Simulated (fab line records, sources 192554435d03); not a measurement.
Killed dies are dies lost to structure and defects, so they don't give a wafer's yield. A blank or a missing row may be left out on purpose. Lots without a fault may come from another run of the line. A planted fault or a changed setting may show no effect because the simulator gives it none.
Which tool did it? | flow n5_finfet | 11 lots, 33 wafers sampled, at 2 steps of a route of 1938

WHAT THE GAUGES READ, wafer by wafer
N5_BEOL_M8_CD_MEAS_35: target cd 40 nm.
lot  | measured     | on        | cd_nm (nm)
L810 | day 10 21:46 | cd_sem-02 | 40.1 39.7 40.7
L814 | day 11 22:16 | cd_sem-02 | 40.6 40.3 40.0
L816 | day 12 10:49 | cd_sem-03 | 39.6 39.2 39.8
L817 | day 12 22:12 | cd_sem-01 | 39.6 39.6 39.5
L819 | day 13 08:10 | cd_sem-03 | 39.9 39.7 39.9
L821 | day 13 08:26 | cd_sem-03 | 39.3 38.6 39.0
L820 | day 13 20:22 | cd_sem-01 | 39.4 39.8 39.7
L825 | day 14 17:23 | cd_sem-01 | 39.3 39.9 39.8
L827 | day 15 04:40 | cd_sem-03 | 40.3 40.2 39.7
L829 | day 15 10:19 | cd_sem-02 | 40.1 40.0 39.6
L830 | day 15 17:23 | cd_sem-03 | 39.5 40.5 40.2

WHICH TOOL RAN EACH LOT (tool, then ch and the chambers of the sampled wafers, then the start)
lot  | N5_BEOL_M8_ETCH_41
L810 | rie_diel-02 ch 1,3, day 10 21:46 or earlier
L814 | rie_diel-03 ch 0,1,3, day 11 22:16 or earlier
L816 | rie_diel-03 ch 0,2,3, day 12 10:49 or earlier
L817 | rie_diel-03 ch 0,1,2, day 12 22:12 or earlier
L819 | rie_diel-03 ch 0,3, day 13 08:10 or earlier
L821 | rie_diel-02 ch 0,1,2, day 13 08:26 or earlier
L820 | rie_diel-03 ch 2,3, day 13 20:22 or earlier
L825 | rie_diel-02 ch 0,1,2, day 14 17:23 or earlier
L827 | rie_diel-03 ch 0,1,3, day 15 04:40 or earlier
L829 | rie_diel-05 ch 1,2, day 15 10:19 or earlier
L830 | rie_diel-03 ch 2,3, day 15 17:23 or earlier
- N5_BEOL_M8_ETCH_41: etches SiCN in CH3F/O2, target depth 31.9 nm, time 57.8 s.

WHAT THE TOOLS THEMSELVES READ (means of the sampled wafers that have a number; where no wafer has one, the mark that the record gives instead)
N5_BEOL_M8_ETCH_41.
lot  | tool        | drypump_motor_current_A (A) | oes_product_au (a.u.) | rf_vpp_V (V) | showerhead_plenum_p_Torr (Torr) | throttle_valve_pct (%)
L810 | rie_diel-02 | 5.5                         | 0.82                  | 298.7        | 2.05                            | 16.38
L814 | rie_diel-03 | 6.4                         | 0.77                  | 298.7        | 2.03                            | 16.19
L816 | rie_diel-03 | 6.1                         | 0.80                  | 297.8        | 2.05                            | 16.30
L817 | rie_diel-03 | 6.3                         | 0.79                  | 298.8        | 2.07                            | 16.22
L819 | rie_diel-03 | 6.3                         | 0.81                  | 297.9        | 2.01                            | 16.19
L821 | rie_diel-02 | 5.7                         | 0.80                  | 298.7        | 2.05                            | 16.32
L820 | rie_diel-03 | 6.0                         | 0.75                  | 297.7        | 2.02                            | 16.47
L825 | rie_diel-02 | 5.8                         | 0.79                  | 298.7        | 2.04                            | 16.33
L827 | rie_diel-03 | 6.4                         | 0.75                  | 297.2        | 2.02                            | 16.24
L829 | rie_diel-05 | 5.6                         | 0.85                  | 297.2        | 2.01                            | 15.96
L830 | rie_diel-03 | 5.9                         | 0.76                  | 298.4        | 2.06                            | 16.52

THE ANSWER, worked out from the rows above alone
Rule: what is usual is taken from the lots themselves. Put in order of their means at a reading, lots are off if they are a third of the lots or fewer, leave a main group of 4 or more, and stand apart from it by a gap of 3 or more times the standard deviation of the main group's means; of several such gaps the widest counts. A main group whose means are all the same, to the digits that the tables above print for the reading, isn't used. A lot without any number at a reading at which 4 lots or more have one is off too. The other lots that the step has rows for count as sound. The gauges are gone through in route order, then the tools' own readings, and for those a lot's mean is taken as printed above. The first step at which some lot is off is used, and at that step the reading that is off furthest; a lot without a number counts as furthest.
No lot is off at any reading shown: from this, nothing can be told.

WHAT THE SIMULATOR HAD PUT IN
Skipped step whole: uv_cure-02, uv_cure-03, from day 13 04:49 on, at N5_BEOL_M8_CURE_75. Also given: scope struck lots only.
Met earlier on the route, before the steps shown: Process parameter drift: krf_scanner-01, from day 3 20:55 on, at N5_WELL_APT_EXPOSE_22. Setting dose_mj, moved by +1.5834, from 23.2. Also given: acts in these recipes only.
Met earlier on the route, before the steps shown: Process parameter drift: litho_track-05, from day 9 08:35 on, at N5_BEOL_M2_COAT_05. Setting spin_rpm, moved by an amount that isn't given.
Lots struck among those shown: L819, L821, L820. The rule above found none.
